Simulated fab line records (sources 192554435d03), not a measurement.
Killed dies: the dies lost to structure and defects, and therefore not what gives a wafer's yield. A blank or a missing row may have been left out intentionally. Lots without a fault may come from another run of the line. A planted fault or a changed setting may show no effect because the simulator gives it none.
Which tool did it?	flow n5Finfet	route of 1938 steps, sampled at 1 step: 24 lots, 72 wafers

== WHAT EACH GAUGE READ, for each wafer ==
N5_BEOL_M1_OVL_MEAS_29. Usual: V0_OVL -0.5 nm, standard deviation 0.63.
lot	measured	on	V0_OVL (nm)	flag
L074	day 6 02:58	overlay-02	-0.3 0.3 -0.1	
L075	day 6 17:16	overlay-01	-1.0 0.6 -0.1	
L076	day 6 18:47	overlay-02	-0.7 -1.1 -1.7	
L077	day 6 21:02	overlay-01	-0.9 -1.4 0.1	
L078	day 6 21:14	overlay-02	-0.2 -0.1 -0.2	
L079	day 8 00:55	overlay-02	-1.1 -0.4 -0.6	
L080	day 8 02:17	overlay-01	-1.2 -1.0 -0.7	
L081	day 8 07:19	overlay-01	-0.2 -1.3 -0.8	
L082	day 10 02:02	overlay-01	-0.1 -1.1 -1.2	
L083	day 10 07:05	overlay-01	-0.9 -1.3 -1.0	
L084	day 10 07:08	overlay-02	-0.4 0.0 -0.1	
L085	day 10 21:40	overlay-01	-0.1 -0.2 0.0	
L086	day 10 23:50	overlay-02	-1.3 -0.9 0.1	
L087	day 11 00:54	overlay-02	0.0 -0.9 -1.1	
L088	day 11 03:01	overlay-01	1.1 0.7 0.2	
L089	day 12 08:07	overlay-01	-0.7 -1.4 -0.3	
L090	day 12 08:34	overlay-01	-0.6 0.2 -0.4	
L091	day 12 11:00	overlay-01	0.5 -1.2 0.3	
L092	day 12 12:01	overlay-02	-0.3 -0.7 -0.9	
L093	day 12 12:49	overlay-02	0.0 -0.2 0.4	
L096	day 13 21:46	overlay-02	0.2 1.0 0.4	
L095	day 13 22:02	overlay-01	-0.1 0.2 -0.2	
L094	day 13 22:13	overlay-01	-0.5 -0.1 -1.5	
L097	day 13 22:20	overlay-02	-1.1 -0.4 -1.3	

== TOOL THAT RAN EACH LOT (tool first, then ch and the chambers of the sampled wafers, then the start) ==
The record shows no process step preceding these readings.

== WHAT THE TOOLS THEMSELVES READ (means of the sampled wafers that have a number; where no wafer has one, the mark that the record gives instead) ==
The record holds no such reading with a usual standard deviation.

== THE ANSWER, worked out from the rows above alone ==
Rule: take the mean of a lot's wafers that have a number; if it is more than 3 standard deviations from the usual mean, the lot is off. Also off: a lot with no number at a reading for which 4 or more lots have one. Any other lot the step has rows for is counted as sound. Order of review: gauges by route order, followed by the tools' own readings, for which a lot's mean as printed above is used. The first step at which some lot is off is used, and at that step the reading that is off furthest; a lot without a number counts as furthest.
Nothing can be told from this: no lot is off at any reading shown.

== WHAT THE SIMULATOR HAD PUT IN ==
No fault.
